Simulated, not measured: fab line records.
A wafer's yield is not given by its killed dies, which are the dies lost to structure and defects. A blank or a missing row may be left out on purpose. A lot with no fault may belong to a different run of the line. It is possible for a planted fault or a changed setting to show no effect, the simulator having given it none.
Which tool did it?    flow nand_harc    12 lots with 36 wafers sampled at 5 steps, on a route of 1302 steps

WHAT THE GAUGES READ, wafer by wafer
NHARC_END_SORT_01.
lot   measured      on         killed_at_array  killed_at_other  killed_at_periphery  killed_dies  killed_open  killed_short
L270  day 27 09:43  prober-01  21 662 31        1 0 0            3 3 2                25 665 33    1 2 3        1 6 0

WHAT TOOL EACH LOT RAN ON (gives the tool, then ch and the chambers of the sampled wafers, and finally the start)
lot   NHARC_A_STAIRCASE_TRIM_200                     NHARC_A_STAIRCASE_STRIP_205           NHARC_A_STAIRCASE_TRIM_233          NHARC_A_STAIRCASE_ETCH_234
L268  rie_diel-03 ch 0,1,3, day 16 06:38 or earlier  plasma_asher-02 ch 0,1, day 16 06:38  rie_diel-13 ch 0,2,3, day 16 09:40  rie_diel-13 ch 0,3, no start
L270  rie_diel-13 ch 0,1,3, day 18 06:44 or earlier  plasma_asher-02 ch 0,1, day 18 06:44  rie_diel-03 ch 0,3, day 18 09:56    rie_diel-03 ch 2,3, day 27 09:43 or earlier
L278  rie_diel-03 ch 0,2,3, day 20 22:07 or earlier  plasma_asher-02 ch 0,1, day 20 22:07  rie_diel-01 ch 2,3, day 21 01:19    rie_diel-01 ch 1,2,3, no start
L282  rie_diel-03 ch 2,3, day 22 04:43 or earlier    plasma_asher-02 ch 1, day 22 04:43    rie_diel-13 ch 0,1,2, day 22 08:20  rie_diel-13 ch 0,1,2, no start
L283  rie_diel-01 ch 0,1,2, day 22 11:37 or earlier  plasma_asher-01 ch 0,1, day 22 11:37  rie_diel-13 ch 0,1, day 22 15:39    rie_diel-13 ch 0,1, no start
L285  rie_diel-03 ch 1,3, day 23 06:03 or earlier    plasma_asher-02 ch 0,1, day 23 06:03  rie_diel-13 ch 0,1, day 23 09:03    rie_diel-13 ch 0,3, no start
L284  rie_diel-13 ch 1,2, day 23 06:20 or earlier    plasma_asher-02 ch 0,1, day 23 06:20  rie_diel-01 ch 0,1, day 23 09:54    rie_diel-01 ch 1,2, no start
L286  rie_diel-01 ch 1,3, day 23 18:50 or earlier    plasma_asher-01 ch 0,1, day 23 18:50  rie_diel-01 ch 1,3, day 23 22:05    rie_diel-01 ch 1,2, no start
L287  rie_diel-03 ch 1,3, day 23 19:17 or earlier    plasma_asher-01 ch 0,1, day 23 19:17  rie_diel-03 ch 0,1, day 23 22:19    rie_diel-03 ch 2,3, no start
L289  rie_diel-13 ch 0,3, day 25 09:31 or earlier    plasma_asher-01 ch 0,1, day 25 09:31  rie_diel-01 ch 0,2,3, day 25 12:40  rie_diel-01 ch 1,2,3, no start
L288  rie_diel-13 ch 2,3, day 25 13:57 or earlier    plasma_asher-02 ch 0,1, day 25 13:57  rie_diel-01 ch 2,3, day 25 17:00    rie_diel-01 ch 0,2,3, no start
L290  rie_diel-01 ch 2,3, day 25 23:26 or earlier    plasma_asher-01 ch 0,1, day 25 23:26  rie_diel-03 ch 0,1,3, day 26 02:28  rie_diel-03 ch 1,2,3, no start
- NHARC_A_STAIRCASE_TRIM_200: chemistry O2, time 211.2 s.
- NHARC_A_STAIRCASE_STRIP_205: strips in O2.
- NHARC_A_STAIRCASE_TRIM_233: chemistry O2, time 211.2 s.
- NHARC_A_STAIRCASE_ETCH_234: etches the open film in C4F8/O2, target depth 100 nm, time 40.5 s.

WHAT THE TOOLS THEMSELVES READ (means of the sampled wafers that have a number; where no wafer has one, the mark that the record gives instead)
NHARC_A_STAIRCASE_TRIM_200.
lot   tool         drypump_motor_current_A (A)  oes_product_au (a.u.)  rf_vpp_V (V)  showerhead_plenum_p_Torr (Torr)  throttle_valve_pct (%)
L268  rie_diel-03  5.8                          1.007                  57.1          3.42                             17.029
L270  rie_diel-13  5.5                          1.003                  58.2          3.54                             17.034
L278  rie_diel-03  5.9                          0.996                  58.2          3.51                             17.041
L282  rie_diel-03  5.9                          0.999                  57.6          3.34                             17.040
L283  rie_diel-01  5.8                          0.997                  57.5          3.54                             17.049
L285  rie_diel-03  5.6                          1.005                  58.1          3.47                             17.036
L284  rie_diel-13  5.9                          0.993                  59.3          3.68                             17.046
L286  rie_diel-01  6.1                          0.992                  57.2          3.41                             17.038
L287  rie_diel-03  5.5                          1.016                  56.7          3.41                             17.038
L289  rie_diel-13  5.6                          0.989                  56.4          3.50                             17.038
L288  rie_diel-13  5.4                          0.985                  58.0          3.45                             17.038
L290  rie_diel-01  6.2                          1.015                  57.2          3.35                             17.039

NHARC_A_STAIRCASE_STRIP_205.
lot   tool             drypump_motor_current_A (A)  heater_power_w (W)  temp_c (C)
L268  plasma_asher-02  5.35                         386                 249.88
L270  plasma_asher-02  5.31                         379                 250.01
L278  plasma_asher-02  5.33                         377                 249.85
L282  plasma_asher-02  5.29                         395                 249.86
L283  plasma_asher-01  5.71                         311                 250.01
L285  plasma_asher-02  5.34                         380                 250.06
L284  plasma_asher-02  5.37                         373                 249.95
L286  plasma_asher-01  5.73                         302                 249.80
L287  plasma_asher-01  5.72                         300                 249.91
L289  plasma_asher-01  5.72                         302                 250.14
L288  plasma_asher-02  5.39                         366                 249.99
L290  plasma_asher-01  5.73                         297                 249.80

NHARC_A_STAIRCASE_TRIM_233.
lot   tool         drypump_motor_current_A (A)  oes_product_au (a.u.)  rf_vpp_V (V)  showerhead_plenum_p_Torr (Torr)  throttle_valve_pct (%)
L268  rie_diel-13  5.7                          0.999                  56.9          3.57                             17.032
L270  rie_diel-03  5.9                          0.947                  56.9          3.31                             17.039
L278  rie_diel-01  6.0                          0.986                  57.6          3.41                             17.039
L282  rie_diel-13  5.9                          0.989                  58.3          3.65                             17.039
L283  rie_diel-13  5.8                          0.983                  57.1          3.61                             17.031
L285  rie_diel-13  5.7                          0.988                  58.0          3.62                             17.041
L284  rie_diel-01  5.8                          1.014                  57.1          3.60                             17.031
L286  rie_diel-01  5.9                          1.003                  58.7          3.51                             17.026
L287  rie_diel-03  5.9                          1.001                  58.3          3.62                             17.033
L289  rie_diel-01  6.1                          1.004                  57.7          3.43                             17.037
L288  rie_diel-01  6.1                          1.002                  57.4          3.39                             17.043
L290  rie_diel-03  5.8                          1.003                  57.4          3.55                             17.041

NHARC_A_STAIRCASE_ETCH_234.
lot   tool         oes_product_au (a.u.)  rf_vpp_V (V)
L268  rie_diel-13  0.947                  895
L270  rie_diel-03  0.942                  889
L278  rie_diel-01  0.936                  894
L282  rie_diel-13  0.949                  900
L283  rie_diel-13  0.921                  899
L285  rie_diel-13  0.933                  892
L284  rie_diel-01  0.945                  897
L286  rie_diel-01  0.946                  896
L287  rie_diel-03  0.953                  887
L289  rie_diel-01  0.961                  893
L288  rie_diel-01  0.941                  892
L290  rie_diel-03  0.943                  891

THE ANSWER, worked out from the rows above alone
Rule: the usual values come from the lots themselves. Put in order of their means at a reading, lots are off if they are a third of the lots or fewer, leave a main group of 4 or more, and stand apart from it by a gap of 3 or more times the standard deviation of the main group's means; of several such gaps the widest counts. Not used: any main group whose means are identical at the precision the tables above print for the reading. A lot without any number at a reading at which 4 lots or more have one is off too. Any other lot the step has rows for is counted as sound. The gauges are gone through in route order, then the tools' own readings, and for those a lot's mean is taken as printed above. At the first step where some lot is off, the reading lying furthest off is the one used; lots without a number count as furthest.
Off: L270, at NHARC_A_STAIRCASE_TRIM_233 (oes_product_au). The main group has a mean of 0.997 a.u. with a standard deviation of 0.0091.
If a tool, at that step or one of the process steps before it, ran each lot that is off and ran no sound lot following the first of them, it fits. NHARC_A_STAIRCASE_TRIM_200 gives no start for some lots, so the hours and the order of its lots are those of NHARC_A_STAIRCASE_STRIP_205. Of those tried, none fits.

WHAT THE SIMULATOR HAD INSERTED
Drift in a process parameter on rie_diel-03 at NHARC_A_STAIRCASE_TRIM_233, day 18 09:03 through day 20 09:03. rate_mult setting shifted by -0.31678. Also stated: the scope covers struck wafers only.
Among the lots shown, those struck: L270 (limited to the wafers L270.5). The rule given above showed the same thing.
